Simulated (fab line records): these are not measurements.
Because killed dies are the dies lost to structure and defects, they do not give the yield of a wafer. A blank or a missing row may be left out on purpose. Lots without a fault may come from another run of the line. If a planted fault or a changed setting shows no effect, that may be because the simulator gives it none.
Problem report, 8D (eight disciplines) form, completed by code :: flow nandHarc :: the parts of the form that need people (team, actions taken, sign-off) are left out

## 1. THE PROBLEM
Wafers without a fault read 586.5 W, standard deviation 2.5; rfFwdPowerW at NHARC_A_CHANNEL_FILL_D1_ETCHBACK_20 reads a mean of 489.9 W on 2 wafers belonging to 2 lots. Relative to the usual mean, that is a shift of -39 standard deviations.
The step: etches the open film in C4F8/O2/Ar, target depth 27 nm, time 13.5 s.
Seen first at day 16 00:44 on rieDiel-03, wafer L910.3. The record has a number at this step for 33 wafers belonging to 11 lots. By rule, "out" or "out of limits" means more than 4 standard deviations away from the usual mean. All remaining wafers that have a number are taken as sound.

## 2. WHAT IT IS AND WHAT IT IS NOT
question: which readings at this step
is: rfFwdPowerW
is not: biasW, rfVppV

question: which lots
is: L910, L915
is not: L898, L899, L900, L901, L906, L908, L911, L913, L920

question: which wafers of those lots
is: L910.3, L915.5
is not: L910.1, L910.2, L915.1, L915.2

question: read on which tools
is: rieDiel-03
is not: rieDiel-01, rieDiel-04

question: when
is: from day 16 00:44
is not: up to then (23 sound wafers); but 8 sound wafers of L913, L915, L920 came after

## 3. SUSPECTS, AND WHAT RULES EACH OUT
Counting: if a tool at a process step up to the reading ran every lot that is out, it stays a suspect. Sound lots after the first of them don't rule it out here, since some wafers of a struck lot are sound.
- rieDiel-02 at NHARC_A_CHANNEL_HOLE_D1_STRIP_27 (strips in O2): kept. Every lot that is out went through it, the first being L910 (day 16 00:44); the last sound lot it ran before that was L908 (day 14 14:37). NHARC_A_CHANNEL_HOLE_D1_STRIP_27: start missing for some lots; hours and lot order therefore follow NHARC_A_CHANNEL_FILL_D1_ETCHBACK_20.
- rieDiel-03 at NHARC_A_CHANNEL_FILL_D1_ETCHBACK_20 (etches the open film in C4F8/O2/Ar, target depth 27 nm, time 13.5 s): kept. Every lot that is out went through it, the first being L910 (day 16 00:44); the last sound lot it ran before that was L908 (day 14 14:37). On those wafers its own readings are out: rfFwdPowerW.
- Within rieDiel-03 at NHARC_A_CHANNEL_FILL_D1_ETCHBACK_20: the wafers that are out ran in chamber 0; their sound lot-mates ran in chambers 1, 2, 3.
The count leaves rieDiel-03 at NHARC_A_CHANNEL_FILL_D1_ETCHBACK_20 and rieDiel-02 at NHARC_A_CHANNEL_HOLE_D1_STRIP_27.

## 4. THE CAUSE (what the simulator had put in)
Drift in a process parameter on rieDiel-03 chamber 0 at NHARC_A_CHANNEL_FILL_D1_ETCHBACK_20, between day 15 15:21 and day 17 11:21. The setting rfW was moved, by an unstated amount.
2 suspects survive the count, and this tool is in that group.

## 5. SEQUENCE OF EFFECTS, ordered by route
One row per reading whose mean, taken over the struck wafers that have a number, lies over 3 standard deviations from the usual. Scope: only readings with a usual standard deviation given in the record; hours: median across lots of the time from each lot's start at the first step in this table that gives one to its start at this step; sigmas: change in usual standard deviations.
hours: 0
step: NHARC_A_CHANNEL_FILL_D1_ETCHBACK_20
reading: rfFwdPowerW
usual: 586.5 W
on struck wafers: 489.9
change: -96.6
sigmas: -39
Here are the process steps it includes:
- NHARC_A_CHANNEL_FILL_D1_ETCHBACK_20: etches the open film in C4F8/O2/Ar, target depth 27 nm, time 13.5 s.

## 6. HOW IT WOULD HAVE BEEN CAUGHT EARLIER
In this record the first reading out of limits was taken at day 16 00:44, 9 hours after the fault began at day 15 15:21.
